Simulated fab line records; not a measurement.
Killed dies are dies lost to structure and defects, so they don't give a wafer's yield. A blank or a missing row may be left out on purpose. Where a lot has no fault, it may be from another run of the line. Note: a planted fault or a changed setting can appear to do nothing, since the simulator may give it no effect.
fab line records	flow n5_finfet	part 1 of 2: steps 1 to 4 of 6
record: lots: 21	wafers: 63	last_day: 18
route steps=1938 shown PMOS_HMC_CHANNEL_EPI@68 FIN_SAQP@95
lots untouched by any fault: they come from a run of this same line in which no faults occurred
start_h: start of the lot's first displayed wafer, in hours after the record's first day	wait_h: hours since the lot's step before	" repeats the value in the row above	L1.1+2: several wafers, shown together as one row	- either no value or no given start	* or withheld: withheld	< > ~ a bound
route shown NAME@n: a module of which the file shows steps, and the number in the route of the first	usual: mean and standard deviation over wafers with no fault	same: alike in all rows	chamber/n: place in a boat	sites: per-site readings	_std_site: standard deviation of those values	_edge_site: the outer-site mean with the inner-site mean subtracted	radius_mm: for every site, how far away it sits from the centre of the wafer	mask NAME#n: copy n	behind: the most recent tool/chamber to have shaped the wafer	hold: what put the lot on hold/how long, in hours/how the hold closed	device: which transistor (n, p or np) failed to switch	end of line: at the end of the route, the tests of the same wafers	a step given without rows: its recipe and nothing more	killed: at the first sort, the dies lost to defects and structure; wafer yield is something else	map: a wafer's dies, marking killed ones x, the rest . and places with no die _
set.NAME: setting as actually run; set.NAME@STEP: the setting as run at that earlier step	model.NAME: the simulator's own value behind a step, which no gauge read
a sample of lots followed through the steps of the route, with each step as a table and each wafer as a row
services: when a tool's chamber went out of use (start_h, in hours from the record's first day, below 0 if earlier), for how many hours, and the reason
== steps ==
step: N5_PMOS_HMC_CHANNEL_EPI_DESCUM_14
recipe: chemistry: O2	time_s: 7.9	source_power_w: 50	bias_power_w: 20	pressure_mtorr: 20	rf_frequency_hz: 2.712e+07	temp_c: 40	resist: CAR-ArF-block	o2_flow_sccm: 225
usual: drypump_motor_current_A: 5.7/0.57	oes_product_au: 0.76/0.074	rf_vpp_V: 243.3/1.2	showerhead_plenum_p_Torr: 2.11/0.063	throttle_valve_pct: 20.46/0.22
lot.wafer	tool	chamber	start_h	wait_h	drypump_motor_current_A	oes_product_au	rf_hours_counter_h	rf_vpp_V	showerhead_plenum_p_Torr	throttle_valve_pct
L074.2	rie_diel-03	0	17.57	0.0	6.5	0.70	199	244.5	2.18	20.31
L074.3	"	1	"	"	5.7	0.67	232	244.5	2.16	20.51
L074.6	"	2	"	"	6.6	0.71	-	244.7	2.09	20.63
L075.1	rie_diel-06	1	23.55	0.0	5.0	0.75	168	243.1	2.09	20.39
L075.3	"	0	"	"	6.3	0.80	125	241.5	2.01	20.51
L075.5	"	2	"	"	4.9	0.67	-	243.0	2.06	20.28
L076.2	rie_diel-01	1	29.64	0.0	4.8	0.75	152	244.1	2.16	20.25
L076.5	"	0	"	"	5.2	0.81	-	242.7	2.11	20.68
L076.6	"	1	"	"	4.8	0.74	-	244.9	2.16	20.26
L077.2	rie_diel-01	3	35.27	0.0	5.9	0.78	148	241.2	2.03	20.64
L077.3	"	1	"	"	4.8	0.74	154	244.1	2.16	20.26
L077.6	"	2	"	"	6.0	0.86	-	242.3	2.11	20.21
L078.2	rie_diel-03	1	41.17	0.0	5.7	0.66	240	243.6	2.15	20.53
L078.3	"	3	"	"	5.4	0.73	165	243.2	2.20	20.66
L078.6	"	2	"	"	6.6	0.70	-	243.1	2.09	20.63
L079.1	rie_diel-03	1	47.26	0.0	5.7	0.67	241	243.8	2.15	20.52
L079.2	"	0	"	"	6.5	0.69	208	243.5	2.17	20.33
L079.5	"	3	"	"	5.4	0.72	-	244.9	2.20	20.68
L080.1	rie_diel-03	2	53.54	0.0	6.6	0.71	199	242.4	2.09	20.64
L080.4	"	1	"	"	5.7	0.67	244	243.7	2.15	20.54
L080.5	"	2	"	"	6.6	0.70	-	242.0	2.09	20.64
L081.3	rie_diel-01	3	59.25	0.0	5.9	0.77	155	241.3	2.03	20.66
L081.4	"	1	"	"	4.8	0.74	161	243.5	2.16	20.26
L081.6	"	0	"	"	5.2	0.79	-	242.5	2.11	20.70
L082.1	rie_diel-06	0	65.18	0.0	6.2	0.78	137	242.3	2.01	20.53
L082.2	"	3	"	"	5.7	0.84	69	245.6	2.21	20.27
L082.4	"	1	"	"	5.1	0.74	-	243.1	2.09	20.41
L083.1	rie_diel-03	0	71.46	0.0	6.5	0.69	215	243.8	2.17	20.34
L083.3	"	3	"	"	5.4	0.72	174	244.4	2.20	20.69
L083.5	"	3	"	"	5.4	0.73	-	245.0	2.20	20.68
L084.3	rie_diel-01	3	76.92	0.0	5.9	0.77	160	241.1	2.02	20.65
L084.4	"	1	"	"	4.8	0.73	166	244.2	2.16	20.28
L084.6	"	3	"	"	5.9	0.76	-	240.7	2.02	20.65
L085.3	rie_diel-01	2	83.31	0.0	6.0	0.83	60	243.7	2.10	20.25
L085.5	"	1	"	"	4.9	0.73	-	244.5	2.16	20.27
L085.6	"	2	"	"	6.0	0.83	-	244.4	2.10	20.25
L087.3	rie_diel-06	1	95.40	0.0	5.0	0.74	190	243.4	2.09	20.44
L087.4	"	0	"	"	6.3	0.77	147	240.8	2.00	20.55
L087.5	"	1	"	"	5.1	0.74	-	241.7	2.09	20.43
L088.1	rie_diel-06	2	101.47	0.1	5.0	0.98	6	243.3	2.06	19.92
L088.3	"	3	"	"	5.8	0.83	80	244.2	2.20	20.27
L088.4	"	1	"	"	5.0	0.74	192	242.7	2.09	20.44
L089.2	rie_diel-06	3	107.70	0.0	5.7	0.82	82	244.3	2.20	20.28
L089.4	"	0	"	"	6.2	0.77	150	240.5	2.00	20.58
L089.5	"	3	"	"	5.7	0.83	-	246.8	2.20	20.26
L090.1	rie_diel-06	3	113.11	0.0	5.7	0.83	82	245.8	2.20	20.28
L090.3	"	2	"	"	5.0	0.97	10	242.7	2.06	19.94
L090.5	"	3	"	"	5.8	0.82	-	242.9	2.20	20.27
L091.3	rie_diel-03	0	119.53	0.0	6.5	0.68	232	243.9	2.16	20.35
L091.5	"	1	"	"	5.7	0.96	-	244.1	2.15	20.19
L091.6	"	2	"	"	6.6	0.69	-	243.5	2.08	20.68
L094.3	rie_diel-01	0	137.96	0.2	5.2	0.77	139	243.2	2.10	20.73
L094.5	"	3	"	"	5.9	0.75	-	242.7	2.02	20.69
L094.6	"	0	"	"	5.2	0.77	-	243.5	2.10	20.74
L095.1	rie_diel-06	3	143.40	0.0	5.7	0.81	92	244.6	2.20	20.29
L095.3	"	2	"	"	5.0	0.92	19	241.8	2.05	19.94
L095.6	"	1	"	"	5.1	0.73	-	243.1	2.08	20.45
L096.1	rie_diel-03	1	149.62	0.0	5.7	0.94	12	243.4	2.14	20.18
L096.4	"	3	"	"	5.4	0.72	199	244.7	2.19	20.71
L096.5	"	3	"	"	5.4	0.72	-	243.4	2.19	20.73
L097.1	rie_diel-01	0	155.33	0.0	5.2	0.77	145	244.1	2.10	20.74
L097.3	"	2	"	"	6.0	0.80	80	243.3	2.10	20.29
L097.6	"	3	"	"	5.9	0.74	-	240.6	2.02	20.67
step: N5_FIN_SAQP_DENSIFY_62
recipe: temp_c: 700	time_s: 60	ambient: N2	idle_temp_c: 600	ramp_up_c_per_s: 150	ramp_down_c_per_s: 60	cool_to_c: 600
usual: lamp_power_pct: 9.85/0.057	lamp_zone_3_pct: 9.847/0.013	wafer_temp_C_max: 703.3/0.67
lot.wafer	tool	chamber	start_h	wait_h	lamp_power_pct	lamp_zone_3_pct	wafer_temp_C_max
L074.2	rtp_anneal-02	0	20.71	0.1	9.91	9.835	703.5
L074.3	"	0	"	"	9.78	9.856	702.8
L074.6	"	0	"	"	9.79	9.854	703.6
L075.1	rtp_anneal-01	0	26.72	0.2	9.79	9.850	702.5
L075.3	"	0	"	"	9.83	9.832	703.6
L075.5	"	0	"	"	9.88	9.854	702.6
L076.2	rtp_anneal-02	0	32.89	0.3	9.94	9.860	704.2
L076.5	"	0	"	"	9.92	9.835	702.0
L076.6	"	0	"	"	9.84	9.848	702.7
L077.2	rtp_anneal-02	0	38.38	0.1	9.81	9.845	702.9
L077.3	"	0	"	"	9.84	9.863	703.4
L077.6	"	0	"	"	9.89	9.848	704.0
L078.2	rtp_anneal-02	0	44.29	0.1	9.91	9.841	704.7
L078.3	"	0	"	"	9.88	9.834	702.6
L078.6	"	0	"	"	9.83	9.860	703.5
L079.1	rtp_anneal-02	0	50.53	0.3	9.91	9.838	703.1
L079.2	"	0	"	"	9.79	9.866	703.1
L079.5	"	0	"	"	9.81	9.858	705.1
L080.1	rtp_anneal-01	0	56.61	0.1	9.75	9.852	703.3
L080.4	"	0	"	"	9.80	9.848	703.9
L080.5	"	0	"	"	9.95	9.861	703.5
L081.3	rtp_anneal-02	0	62.51	0.3	9.69	9.859	702.5
L081.4	"	0	"	"	9.85	9.863	705.3
L081.6	"	0	"	"	9.85	9.869	703.0
L082.1	rtp_anneal-02	0	68.30	0.1	9.81	9.875	704.3
L082.2	"	0	"	"	9.80	9.859	702.9
L082.4	"	0	"	"	9.79	9.854	703.3
L083.1	rtp_anneal-01	0	74.60	0.2	9.86	9.839	703.4
L083.3	"	0	"	"	9.96	9.852	703.7
L083.5	"	0	"	"	9.82	9.863	702.6
L084.3	rtp_anneal-02	0	80.21	0.2	9.91	9.846	702.7
L084.4	"	0	"	"	9.89	9.846	703.9
L084.6	"	0	"	"	9.88	9.860	703.0
L085.3	rtp_anneal-01	0	86.86	0.2	9.84	9.836	704.5
L085.5	"	0	"	"	9.81	9.847	704.2
L085.6	"	0	"	"	9.86	9.850	703.9
L087.3	rtp_anneal-01	0	99.51	0.2	9.95	9.846	704.4
L087.4	"	0	"	"	9.93	9.851	704.2
L087.5	"	0	"	"	9.85	9.855	705.5
L088.1	rtp_anneal-01	0	104.80	0.2	9.83	9.816	703.2
L088.3	"	0	"	"	9.80	9.851	703.1
L088.4	"	0	"	"	9.89	9.857	704.1
L089.2	rtp_anneal-02	0	110.80	0.1	9.85	9.833	703.1
L089.4	"	0	"	"	9.81	9.843	703.5
L089.5	"	0	"	"	9.89	9.842	704.7
L090.1	rtp_anneal-01	0	118.75	0.1	9.95	9.846	702.9
L090.3	"	0	"	"	9.84	9.862	703.4
L090.5	"	0	"	"	9.95	9.865	703.2
L091.3	rtp_anneal-02	0	122.79	0.2	9.84	9.850	704.2
L091.5	"	0	"	"	9.91	9.845	704.0
L091.6	"	0	"	"	9.78	9.823	703.2
L094.3	rtp_anneal-01	0	141.73	0.2	9.76	9.852	702.7
L094.5	"	0	"	"	9.83	9.827	703.4
L094.6	"	0	"	"	9.84	9.842	704.0
L095.1	rtp_anneal-01	0	146.87	0.2	9.98	9.842	703.3
L095.3	"	0	"	"	9.77	9.857	702.6
L095.6	"	0	"	"	9.82	9.851	702.9
L096.1	rtp_anneal-02	0	152.79	0.1	9.79	9.823	703.1
L096.4	"	0	"	"	9.78	9.872	703.0
L096.5	"	0	"	"	9.90	9.834	703.1
L097.1	rtp_anneal-02	0	158.42	0.1	9.79	9.838	703.6
L097.3	"	0	"	"	9.75	9.835	703.0
L097.6	"	0	"	"	9.80	9.849	702.5
step: N5_FIN_SAQP_HM_OPEN_73
recipe: chemistry: CHF3/O2	target: SiO2	stop_on: a-Si	target_depth_a: 120	over_etch_frac: 1.8	mask_material: SOC	time_s: 16.8	pressure_mtorr: 30	source_w: 650	bias_w: 170	Ar_flow_sccm: 200	CHF3_flow_sccm: 50	O2_flow_sccm: 5	ion_energy_ev: 200	ends: end_point
usual: drypump_motor_current_A: 5.8/0.48	oes_o_777_au: 0.79/0.1	oes_product_au: 0.47/0.061	rf_vpp_V: 525/10	showerhead_plenum_p_Torr: 2.43/0.081	throttle_valve_pct: 18.78/0.22
lot.wafer	tool	chamber	start_h	wait_h	drypump_motor_current_A	oes_o_777_au	oes_product_au	rf_hours_counter_h	rf_vpp_V	showerhead_plenum_p_Torr	throttle_valve_pct
L074.2	rie_diel-05	3	21.98	0.0	5.2	0.68	0.41	244	517	2.28	18.98
L074.3	"	1	"	"	5.6	0.71	0.41	250	526	2.36	19.11
L074.6	"	2	"	"	6.5	0.74	0.44	-	516	2.51	19.10
L075.1	rie_diel-02	1	27.89	0.0	5.2	1.00	0.59	1	523	2.46	18.55
L075.3	"	2	"	"	6.2	0.90	0.53	26	509	2.54	18.45
L075.5	"	2	"	"	6.2	0.90	0.54	-	510	2.54	18.46
L076.2	rie_diel-04	2	34.04	0.0	5.7	0.72	0.44	190	525	2.39	18.90
L076.5	"	0	"	"	5.2	0.67	0.42	-	544	2.38	18.54
L076.6	"	3	"	"	6.5	0.77	0.46	-	527	2.49	18.71
L077.2	rie_diel-02	0	39.51	0.0	5.8	0.77	0.46	140	541	2.32	18.70
L077.3	"	2	"	"	6.2	0.89	0.52	31	508	2.54	18.46
L077.6	"	2	"	"	6.2	0.89	0.54	-	509	2.54	18.47
L078.2	rie_diel-05	2	45.55	0.0	6.6	0.73	0.44	188	515	2.50	19.11
L078.3	"	3	"	"	5.2	0.67	0.40	254	518	2.28	19.05
L078.6	"	0	"	"	5.8	0.69	0.42	-	519	2.36	18.97
L079.1	rie_diel-05	0	51.69	0.0	5.8	0.69	0.41	255	519	2.36	18.98
L079.2	"	3	"	"	5.2	0.67	0.40	258	518	2.28	19.05
L079.5	"	3	"	"	5.2	0.67	0.40	-	518	2.28	19.05
L080.1	rie_diel-05	2	58.01	0.0	6.6	0.72	0.43	195	517	2.50	19.14
L080.4	"	0	"	"	5.8	0.68	0.42	-	519	2.36	18.97
L080.5	"	3	"	"	5.2	0.66	0.40	-	519	2.28	19.06
L081.3	rie_diel-04	3	63.61	0.0	6.5	0.77	0.44	158	527	2.48	18.71
L081.4	"	2	"	"	5.8	0.71	0.43	-	528	2.39	18.90
L081.6	"	3	"	"	6.4	0.76	0.45	-	527	2.48	18.70
L082.1	rie_diel-05	2	69.71	0.0	6.5	0.72	0.44	200	515	2.50	19.13
L082.2	"	0	"	"	5.8	0.68	0.40	264	519	2.36	18.98
L082.4	"	2	"	"	6.6	0.72	0.43	-	517	2.50	19.13
L083.1	rie_diel-05	2	75.83	0.0	6.5	0.72	0.43	203	517	2.50	19.13
L083.3	"	1	"	"	5.7	0.94	0.55	7	523	2.36	18.69
L083.5	"	0	"	"	5.8	0.68	0.40	-	518	2.36	18.97
L084.3	rie_diel-05	2	81.44	0.0	6.5	0.72	0.43	206	516	2.50	19.17
L084.4	"	2	"	"	6.5	0.72	0.43	-	515	2.50	19.15
L084.6	"	1	"	"	5.7	0.93	0.56	-	524	2.36	18.71
L085.3	rie_diel-05	3	87.97	0.0	5.2	0.97	0.59	3	528	2.57	18.64
L085.5	"	1	"	"	5.6	0.92	0.55	-	524	2.36	18.72
L085.6	"	3	"	"	5.2	0.97	0.58	-	528	2.57	18.64
L087.3	rie_diel-04	2	100.73	0.0	5.8	0.70	0.42	215	527	2.38	18.93
L087.4	"	3	"	"	6.5	0.76	0.44	172	526	2.48	18.74
L087.5	"	0	"	"	5.2	0.65	0.41	-	544	2.37	18.59
L088.1	rie_diel-02	3	105.96	0.0	5.7	0.69	0.42	248	543	2.47	18.77
L088.3	"	0	"	"	5.8	0.75	0.45	162	541	2.31	18.74
L088.4	"	2	"	"	6.2	0.86	0.50	52	508	2.53	18.51
L089.2	rie_diel-04	0	112.34	0.0	5.2	0.65	0.40	240	544	2.37	18.60
L089.4	"	2	"	"	5.8	0.70	0.42	218	526	2.38	18.94
L089.5	"	2	"	"	5.8	0.70	0.43	-	528	2.38	18.92
L090.1	rie_diel-02	1	120.05	0.0	5.2	0.89	0.54	32	524	2.44	18.61
L090.3	"	0	"	"	5.8	0.74	0.45	167	541	2.31	18.75
L090.5	"	0	"	"	5.8	0.75	0.45	-	540	2.31	18.75
L091.3	rie_diel-05	3	123.91	0.0	5.2	0.93	0.55	16	527	2.56	18.67
L091.5	"	0	"	"	5.8	0.94	0.57	-	519	2.36	18.58
L091.6	"	1	"	"	5.6	0.88	0.53	-	523	2.35	18.74
L094.3	rie_diel-02	3	142.99	0.0	5.7	0.93	0.56	4	545	2.46	18.41
L094.5	"	3	"	"	5.6	0.93	0.56	-	542	2.46	18.41
L094.6	"	2	"	"	6.2	0.83	0.50	-	508	2.52	18.53
L095.1	rie_diel-02	1	148.04	0.0	5.3	0.88	0.53	44	522	2.44	18.62
L095.3	"	3	"	"	5.7	0.92	0.56	5	544	2.46	18.41
L095.6	"	2	"	"	6.2	0.83	0.50	-	508	2.52	18.52
L096.1	rie_diel-02	0	154.31	0.0	5.8	0.73	0.45	181	540	2.30	18.76
L096.4	"	3	"	"	5.7	0.91	0.57	8	544	2.46	18.42
L096.5	"	1	"	"	5.2	0.87	0.53	-	525	2.44	18.63
L097.1	rie_diel-04	3	159.68	0.0	6.5	0.74	0.44	192	526	2.47	18.78
L097.3	"	2	"	"	5.8	0.69	0.42	235	526	2.37	18.96
L097.6	"	2	"	"	5.8	0.69	0.41	-	525	2.37	18.98
step: N5_FIN_SAQP_SPACER1_ALD_24
recipe: material: SiO2	target_thk_a: 203	temp_c: 300	ald_precursor_family: BDEAS	ald_co_reactant: O2-plasma	pulse_time_s: 1	purge_time_s: 2	co_reactant_purge_time_s: 2	ald_cycles: 218	pressure_torr: 2
usual: chamber_pressure_Torr: 2.000/0.0044	heater_power_w: 429/34	precursor_pulse_height_rel: 1.000/0.019
same: co_reactant_purge_time_s: 2
lot.wafer	tool	chamber	start_h	wait_h	chamber_pressure_Torr	heater_power_w	precursor_pulse_height_rel
L074.2	ald_sin-01	2	22.87	0.3	2.005	491	1.007
L074.3	"	0	"	"	1.995	385	1.025
L074.6	"	2	"	"	2.007	501	1.004
L075.1	ald_sin-04	1	28.81	0.3	1.997	452	1.033
L075.3	"	3	"	"	2.000	452	1.001
L075.5	"	3	"	"	2.001	445	0.993
L076.2	ald_sin-04	0	35.18	0.4	2.005	368	1.026
L076.5	"	2	"	"	2.002	418	0.996
L076.6	"	1	"	"	1.999	445	1.033
L077.2	ald_sin-04	1	41.58	1.4	1.997	446	0.963
L077.3	"	2	"	"	1.992	420	1.007
L077.6	"	0	"	"	1.998	363	0.993
L078.2	ald_sin-04	0	46.44	0.3	2.005	370	0.990
L078.3	"	2	"	"	2.004	429	1.006
L078.6	"	0	"	"	1.996	356	1.002
L079.1	ald_sin-02	3	52.69	0.3	1.995	434	1.013
L079.2	"	2	"	"	2.002	434	0.997
L079.5	"	1	"	"	2.000	407	1.005
L080.1	ald_sin-02	2	59.54	0.9	1.989	456	1.005
L080.4	"	3	"	"	1.998	441	0.982
L080.5	"	1	"	"	2.002	406	0.990
L081.3	ald_sin-02	3	64.53	0.1	1.997	429	1.030
L081.4	"	0	"	"	1.992	426	0.988
L081.6	"	0	"	"	1.993	430	1.012
L082.1	ald_sin-02	2	70.60	0.3	2.004	447	1.024
L082.2	"	0	"	"	2.001	422	0.962
L082.4	"	3	"	"	2.000	439	0.994
L083.1	ald_sin-02	1	76.93	0.3	2.008	404	1.027
L083.3	"	0	"	"	1.999	428	0.977
L083.5	"	3	"	"	2.000	441	0.992
L084.3	ald_sin-02	2	82.43	0.1	1.997	442	1.001
L084.4	"	3	"	"	2.005	425	0.980
L084.6	"	1	"	"	1.998	406	0.976
L085.3	ald_sin-04	0	88.90	0.1	2.002	364	1.014
L085.5	"	1	"	"	2.003	461	0.978
L085.6	"	0	"	"	2.006	368	1.024
L087.3	ald_sin-02	1	101.90	0.4	1.991	408	1.013
L087.4	"	3	"	"	1.997	418	1.014
L087.5	"	0	"	"	2.002	428	1.013
L088.1	ald_sin-04	0	106.85	0.3	1.998	361	0.995
L088.3	"	1	"	"	2.003	458	1.013
L088.4	"	2	"	"	2.001	420	0.985
L089.2	ald_sin-01	3	113.29	0.3	2.001	514	1.006
L089.4	"	0	"	"	2.001	392	1.010
L089.5	"	3	"	"	2.003	497	0.977
L090.1	ald_sin-01	1	120.98	0.3	2.004	467	1.033
L090.3	"	0	"	"	1.999	396	1.001
L090.5	"	0	"	"	2.003	390	1.007
L091.3	ald_sin-04	1	124.79	0.1	1.991	456	1.004
L091.5	"	2	"	"	1.997	419	1.000
L091.6	"	1	"	"	1.999	444	1.002
L094.3	ald_sin-04	1	143.89	0.1	1.995	454	0.984
L094.5	"	1	"	"	2.006	456	1.035
L094.6	"	2	"	"	1.999	425	0.992
L095.1	ald_sin-04	1	148.93	0.3	1.996	460	1.004
L095.3	"	3	"	"	1.999	452	0.997
L095.6	"	1	"	"	2.005	468	1.023
L096.1	ald_sin-02	0	155.46	0.3	1.993	431	0.960
L096.4	"	2	"	"	1.997	413	1.011
L096.5	"	3	"	"	1.999	428	0.998
L097.1	ald_sin-04	3	160.66	0.3	2.001	445	1.003
L097.3	"	0	"	"	2.004	366	0.987
L097.6	"	2	"	"	1.997	428	0.990
